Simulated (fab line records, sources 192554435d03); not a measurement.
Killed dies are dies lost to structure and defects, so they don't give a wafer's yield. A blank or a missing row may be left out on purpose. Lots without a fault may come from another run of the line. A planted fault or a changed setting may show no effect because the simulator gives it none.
Chamber matching | flow n5_finfet | N5_FIN_SAQP_HM_DEP_72 on pecvd-01: 3 sister chambers
The step deposits SiO2 from SiH4/N2O, target thk 12 nm, time 7.2 s. 6 wafers are shown with their chamber, then 9 later ones without.

WAFERS WITH THEIR CHAMBER
wafer  | chamber | showerhead_plenum_p_Torr (Torr) | heater_power_w (W)
L086.4 | 1       | 8.10                            | 650
L086.5 | 2       | 7.82                            | 774
L086.6 | 0       | 8.33                            | 863
L087.3 | 0       | 8.34                            | 858
L087.4 | 1       | 8.11                            | 760
L087.6 | 2       | 7.82                            | 737

WAFERS WITHOUT THEIR CHAMBER
wafer  | showerhead_plenum_p_Torr (Torr) | heater_power_w (W)
L088.1 | 8.09                            | 746
L088.4 | 7.82                            | 726
L088.6 | 8.33                            | 799
L092.3 | 7.84                            | 864
L092.5 | 8.35                            | 759
L092.6 | 7.81                            | 884
L093.2 | 7.81                            | 769
L093.4 | 7.82                            | 771
L093.6 | 8.34                            | 833

WHICH CHAMBER EACH WENT THROUGH
wafer  | from the rows above | in truth
L088.1 | 1                   | 1
L088.4 | 2                   | 2
L088.6 | 0                   | 0
L092.3 | 2                   | 2
L092.5 | 0                   | 0
L092.6 | 2                   | 2
L093.2 | 2                   | 2
L093.4 | 2                   | 2
L093.6 | 0                   | 0
Placed correctly: 9 of 9. Can't be placed from these rows: 0. Placed wrongly: 0.
How it was worked out, from the rows above alone: a wafer's distance from a chamber is the root of the sum, over the readings, of the square of ((its reading less the chamber's mean) divided by the reading's scatter). The wafer belongs to the nearest chamber; if the next one is less than 2 further off, it can't be placed. A chamber's mean is the mean of its shown wafers. The scatter: the root of (the sum of the squares of (reading less its chamber's mean) over the shown wafers, divided by (wafers less chambers)).
